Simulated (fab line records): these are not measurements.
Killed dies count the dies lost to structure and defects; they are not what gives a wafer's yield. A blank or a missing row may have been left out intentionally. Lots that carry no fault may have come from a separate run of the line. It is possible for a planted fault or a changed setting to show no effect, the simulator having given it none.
fab line records | flow nand_harc
[record] lots = 14 wafers = 42 last_day = 31
route steps=1302 shown P_M0@272 P_M1@300
lots that met no fault: from a run of the same line without faults
start_h: hours from the record's opening day to when the first of the lot's shown wafers began | wait_h: how many hours have passed since the lot's step before this one | " same as the row above | L1.1+2: one row covering several wafers at once | - no value present, or no start provided | * or withheld: withheld | < > ~ a bound
route shown NAME@n: a module of which the file shows steps, and the number in the route of the first | usual: the fault-free wafers' mean and standard deviation | same: alike in all rows | chamber/n: place in a boat | sites: readings site by site | _std_site: the values' standard deviation | _edge_site: inner sites' mean taken away from outer sites' mean | radius_mm: how far each site lies from the wafer's centre | mask NAME#n: copy n | behind: tool/chamber where the wafer was last shaped | hold: why the lot was held/for how many hours/how that ended | device: the n, p or np transistor that did not switch | end of line: the route-end tests of the same wafers | a step given without rows: its recipe and nothing more | killed: not the wafer's yield, but the dies lost to structure and defects at the first sort | map: dies across one wafer; x = killed, . = not, _ = none there
set.NAME: the setting the step ran with; set.NAME@STEP: the setting that earlier step ran with | model.NAME: the simulator's own value behind a step, which no gauge read
steps of the route over a sample of lots; a table a step, a row a wafer
services: the hour from which a tool's chamber was out of use, counted from the record's first day as start_h (under 0 if before that day), plus the number of hours and why
[[steps]]
[step NHARC_P_M0_DEGAS_28]
[recipe] temp_c = 250 time_s = 60
[usual] heater_power_w = 330/28
// columns lot.wafer tool chamber start_h wait_h heater_power_w
L581.3 pvd_sputter-01 - 126.55 - 401
L581.2 " - " " 293
L581.6 " - " " 392
L582.2 pvd_sputter-03 - 129.75 - 338
L582.5 " - " " 360
L582.6 " - " " 326
L585.2 pvd_sputter-03 - 158.60 - 354
L585.5 " - " " 345
L585.6 " - " " 334
L586.1 pvd_sputter-01 - 174.80 - 294
L586.5 " - " " 299
L586.6 " - " " 290
L587.1 pvd_sputter-02 - 182.07 - 328
L587.2 " - " " 345
L587.6 " - " " 359
L588.3 pvd_sputter-01 - 188.68 - 295
L588.2 " - " " 402
L588.5 " - " " 294
L589.1 pvd_sputter-02 - 199.92 - 362
L589.4 " - " " 322
L589.5 " - " " 357
L591.3 pvd_sputter-03 - 218.86 - 328
L591.6 " - " " 326
L591.5 " - " " 324
L592.3 pvd_sputter-02 - 235.55 - 321
L592.2 " - " " 337
L592.1 " - " " 324
L594.2 pvd_sputter-01 - 268.28 - 298
L594.5 " - " " 294
L594.6 " - " " 291
L596.3 pvd_sputter-03 - 268.91 - 349
L596.1 " - " " 339
L596.5 " - " " 337
L595.1 pvd_sputter-01 - 269.81 - 374
L595.2 " - " " 292
L595.3 " - " " 300
L598.2 pvd_sputter-02 - 290.97 - 337
L598.5 " - " " 321
L598.6 " - " " 332
L600.1 pvd_sputter-03 - 311.27 - 340
L600.3 " - " " 318
L600.6 " - " " 338
[step NHARC_P_M0_PRE_CLEAN_29]
[recipe] time_s = 30 temp_c = 280 gas = H2/He
[usual] heater_power_w = 403/34
// columns lot.wafer tool chamber start_h wait_h heater_power_w
L581.3 pvd_sputter-01 - - - 344
L581.2 " - " " 364
L581.6 " - " " 369
L582.2 pvd_sputter-03 - - - 412
L582.5 " - " " 407
L582.6 " - " " 427
L585.2 pvd_sputter-03 - - - 395
L585.5 " - " " 402
L585.6 " - " " 447
L586.1 pvd_sputter-01 - - - 368
L586.5 " - " " 346
L586.6 " - " " 482
L587.2 pvd_sputter-02 - - - 424
L587.1 " - " " 404
L587.6 " - " " 392
L588.2 pvd_sputter-01 - - - 360
L588.3 " - " " 370
L588.5 " - " " 362
L589.4 pvd_sputter-02 - - - 425
L589.1 " - " " 403
L589.5 " - " " 392
L591.3 pvd_sputter-03 - - - 424
L591.6 " - " " 421
L591.5 " - " " 402
L592.3 pvd_sputter-02 - - - 445
L592.2 " - " " 391
L592.1 " - " " 415
L594.2 pvd_sputter-01 - - - 355
L594.5 " - " " 369
L594.6 " - " " 356
L596.1 pvd_sputter-03 - - - 414
L596.3 " - " " 425
L596.5 " - " " 411
L595.2 pvd_sputter-01 - - - 380
L595.3 " - " " 364
L595.1 " - " " 466
L598.2 pvd_sputter-02 - - - 400
L598.6 " - " " 398
L598.5 " - " " 418
L600.1 pvd_sputter-03 - - - 409
L600.3 " - " " 403
L600.6 " - " " 438
[step NHARC_P_M1_ETCH_15]
[recipe] target_depth_a = 1825 time_s = 91.2 c4f8_flow_sccm = withheld ar_flow_sccm = 400 rf_w = 600 bias_w = 300 chemistry = C4F8/Ar
[usual] oes_product_au = 0.958/0.019 rf_vpp_V = 440.8/2.5 run_length_s = 112.5/0.42
// columns lot.wafer tool chamber start_h wait_h oes_product_au rf_hours_counter_h rf_vpp_V run_length_s
L581.3 rie_diel-11 1 129.85 - 0.947 3 441.9 112.8
L581.2 " 2 " " 0.940 3 437.0 111.8
L581.6 " 1 " " 0.953 - 443.6 113.3
L582.2 rie_diel-11 1 133.47 - 0.967 3 442.1 112.9
L582.6 " 0 " " 0.957 - 443.8 112.0
L582.5 " 1 " " 0.975 - 442.4 112.7
L585.2 rie_diel-11 2 161.91 - 0.921 5 437.1 111.8
L585.6 " 2 " " 0.898 - 438.5 112.3
L585.5 " 3 " " 0.921 - 439.8 112.8
L586.1 rie_diel-06 0 177.99 - 0.954 3 441.1 112.1
L586.5 " 2 " " 0.959 - 437.2 112.8
L586.6 " 3 " " 0.958 - 442.0 112.5
L587.1 rie_diel-06 2 185.40 - 0.981 3 437.7 112.7
L587.2 " 3 " " 0.976 4 440.9 112.0
L587.6 " 1 " " 0.975 - 442.6 112.5
L588.3 rie_diel-11 0 191.99 - 0.962 7 444.7 111.9
L588.2 " 2 " " 0.969 7 437.5 112.0
L588.5 " 0 " " 0.952 - 446.3 112.2
L589.1 rie_diel-06 0 203.18 - 0.963 5 440.1 112.7
L589.4 " 2 " " 0.975 4 439.0 112.9
L589.5 " 1 " " 0.989 - 444.8 112.7
L591.3 rie_diel-06 1 222.18 - 0.973 6 444.3 112.4
L591.5 " 1 " " 0.979 - 443.8 112.5
L591.6 " 2 " " 0.972 - 438.2 112.6
L592.1 rie_diel-06 0 238.99 - 0.943 10 438.1 111.9
L592.3 " 1 " " 0.966 9 445.4 112.3
L592.2 " 2 " " 0.966 8 437.0 112.8
L594.2 rie_diel-11 0 271.59 - 0.990 0 444.9 112.1
L594.5 " 3 " " 0.953 - 439.8 113.0
L594.6 " 0 " " 0.977 - 443.6 112.5
L596.3 rie_diel-11 1 272.24 - 0.954 1 440.4 112.7
L596.1 " 3 " " 0.964 1 439.8 113.0
L596.5 " 2 " " 0.958 - 438.9 112.1
L595.2 rie_diel-11 0 272.99 - 0.960 1 445.9 111.9
L595.3 " 1 " " 0.964 1 442.0 102.3
L595.1 " 2 " " 0.973 1 436.6 101.2
L598.2 rie_diel-06 3 294.29 - 0.963 13 440.0 112.0
L598.5 " 1 " " 0.962 - 444.7 112.3
L598.6 " 2 " " 0.978 - 438.7 112.5
L600.1 rie_diel-11 2 314.75 - 0.937 3 437.0 101.1
L600.3 " 0 " " 0.935 3 443.4 101.1
L600.6 " 2 " " 0.942 - 437.5 112.3
[step NHARC_P_M1_ETCH_28]
[recipe] target_depth_a = 300 over_etch_frac = 0.3 time_s = 72.99 ion_energy_ev = 150 cf4_flow_sccm = 50 n2_flow_sccm = 100 ar_flow_sccm = 150 rf_w = 300 bias_w = 100 chemistry = CF4/N2
[usual] drypump_motor_current_A = 5.9/0.34 oes_product_au = 0.998/0.0097 rf_vpp_V = 314.1/1.9 run_length_s = 94.3/0.44 showerhead_plenum_p_Torr = 2.63/0.1 throttle_valve_pct = 19.793/0.0086
[same] over_etch_frac = 0.3
// columns lot.wafer tool chamber start_h wait_h drypump_motor_current_A oes_product_au rf_hours_counter_h rf_vpp_V run_length_s showerhead_plenum_p_Torr throttle_valve_pct
L581.2 rie_diel-06 3 - - 6.5 0.991 13 314.7 94.4 2.59 19.808
L581.3 " 2 " " 5.8 0.999 14 312.9 94.9 2.53 19.775
L581.6 " 0 " " 6.0 0.996 - 313.0 93.8 2.60 19.794
L582.2 rie_diel-09 2 - - 6.0 1.009 47 314.9 94.3 2.64 19.779
L582.6 " 2 " " 6.0 1.008 - 314.8 94.3 2.64 19.790
L582.5 " 3 " " 5.0 1.002 - 317.6 94.5 2.74 19.793
L585.2 rie_diel-06 1 - - 5.6 1.013 2 314.6 94.0 2.75 19.789
L585.5 " 0 " " 5.9 0.995 - 313.7 94.3 2.60 19.790
L585.6 " 1 " " 5.6 1.019 - 316.2 94.9 2.75 19.789
L586.1 rie_diel-11 2 - - 6.1 0.983 6 310.9 93.9 2.48 19.783
L586.5 " 3 " " 5.9 1.004 - 312.5 95.3 2.57 19.778
L586.6 " 0 " " 5.8 1.000 - 318.9 93.7 2.80 19.795
L587.1 rie_diel-06 1 - - 5.6 1.008 4 316.0 94.2 2.75 19.780
L587.2 " 2 " " 5.8 1.000 4 312.9 94.6 2.53 19.784
L587.6 " 1 " " 5.6 1.019 - 315.7 94.0 2.75 19.806
L588.3 rie_diel-11 2 - - 6.1 0.985 7 312.8 93.6 2.48 19.779
L588.2 " 0 " " 5.8 1.005 7 317.1 93.7 2.80 19.769
L588.5 " 2 " " 6.1 0.989 - 312.8 93.7 2.48 19.794
L589.1 rie_diel-11 0 - - 5.8 0.999 7 318.1 93.7 2.80 19.795
L589.4 " 1 " " 5.5 1.005 7 315.7 94.9 2.69 19.790
L589.5 " 1 " " 5.5 0.987 - 314.4 94.7 2.69 19.797
L591.3 rie_diel-06 3 - - 6.6 0.987 7 313.8 93.7 2.59 19.778
L591.5 " 2 " " 5.9 0.993 - 311.7 94.7 2.53 19.792
L591.6 " 3 " " 6.6 1.000 - 313.7 93.9 2.59 19.794
L592.3 rie_diel-09 3 - - 5.0 1.008 30 315.7 94.5 2.73 19.779
L592.1 " 0 " " 6.3 1.020 29 313.4 95.1 2.57 19.799
L592.2 " 1 " " 5.2 1.019 28 312.9 94.8 2.57 19.799
L594.2 rie_diel-06 1 - - 5.6 1.006 11 317.1 94.2 2.75 19.792
L594.5 " 0 " " 6.0 1.007 - 312.5 94.1 2.59 19.800
L594.6 " 1 " " 5.6 1.015 - 317.4 94.2 2.75 19.792
L596.3 rie_diel-06 3 - - 6.6 1.001 11 312.2 94.0 2.58 19.796
L596.1 " 2 " " 5.8 1.002 11 312.4 95.1 2.52 19.806
L596.5 " 3 " " 6.6 1.004 - 312.8 93.8 2.58 19.786
L595.2 rie_diel-11 2 - - 6.1 0.990 1 310.8 94.5 2.48 19.793
L595.1 " 3 " " 5.9 0.990 1 313.0 94.9 2.57 19.808
L595.3 " 0 " " 5.8 1.005 1 317.2 94.3 2.80 19.795
L598.2 rie_diel-11 0 - - 5.8 1.006 2 317.3 94.3 2.80 19.798
L598.6 " 3 " " 6.0 0.989 - 313.6 94.7 2.56 19.794
L598.5 " 0 " " 5.8 1.001 - 316.1 93.9 2.79 19.774
L600.3 rie_diel-11 3 - - 6.0 0.987 3 312.9 94.9 2.56 19.807
L600.1 " 2 " " 6.0 0.990 3 312.3 93.8 2.48 19.799
L600.6 " 0 " " 5.8 0.987 - 317.5 94.2 2.79 19.801
[[services]]
// columns tool chamber start_h hours kind
pvd_sputter-02 - 105.95 2.0 repair
rie_diel-11 0 112.00 - clean
rie_diel-11 1 112.00 - clean
rie_diel-11 2 112.00 - clean
rie_diel-11 3 112.00 - clean
pvd_sputter-02 - 125.17 10.0 pm
rie_diel-11 0 136.50 - clean
rie_diel-09 - 143.82 9.0 pm
rie_diel-11 1 156.14 4.6 repair
pvd_sputter-01 - 158.23 3.5 repair
pvd_sputter-03 - 170.04 10.0 pm
pvd_sputter-02 - 183.34 5.3 repair
rie_diel-06 2 187.04 6.6 repair
rie_diel-11 3 210.10 14.5 repair
rie_diel-09 - 214.17 0.1 repair
rie_diel-06 3 224.66 6.1 repair
pvd_sputter-01 - 226.00 10.0 pm
rie_diel-11 - 230.15 0.6 repair
rie_diel-11 - 255.50 9.0 pm
rie_diel-09 1 270.56 8.9 repair
pvd_sputter-01 - 277.62 1.1 repair
rie_diel-11 - 284.70 0.7 repair
pvd_sputter-02 - 303.17 10.0 pm
rie_diel-06 - 307.35 9.0 pm
[[key]]
[first_sign] step = NHARC_P_M1_ETCH_15 reading = run_length_s direction = down sigmas = 26 usual = * struck = *
effect none on later readings
met_at NHARC_P_M1_ETCH_15
struck_lots L595,L600
struck_wafers L595.1,L595.3,L600.1,L600.3
sort_left_out L595.1,L595.3,L600.1,L600.3
not_acting_at NHARC_P_M0_DEGAS_28,NHARC_P_M0_PRE_CLEAN_29,NHARC_P_M1_ETCH_28
onset_between 272.24 272.99
[fault] kind = process_parameter_drift tool = rie_diel-11 chamber = - onset_h = 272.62 steps = NHARC_P_M1_ETCH_15 channel = time_s offset = * shape = step end_h = 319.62 scope = struck_wafers_only acts_in = * stated = *
// sort_left_out: the simulated sort isn't trusted on such a fault, so these wafers' sort isn't shown, and their yield isn't known
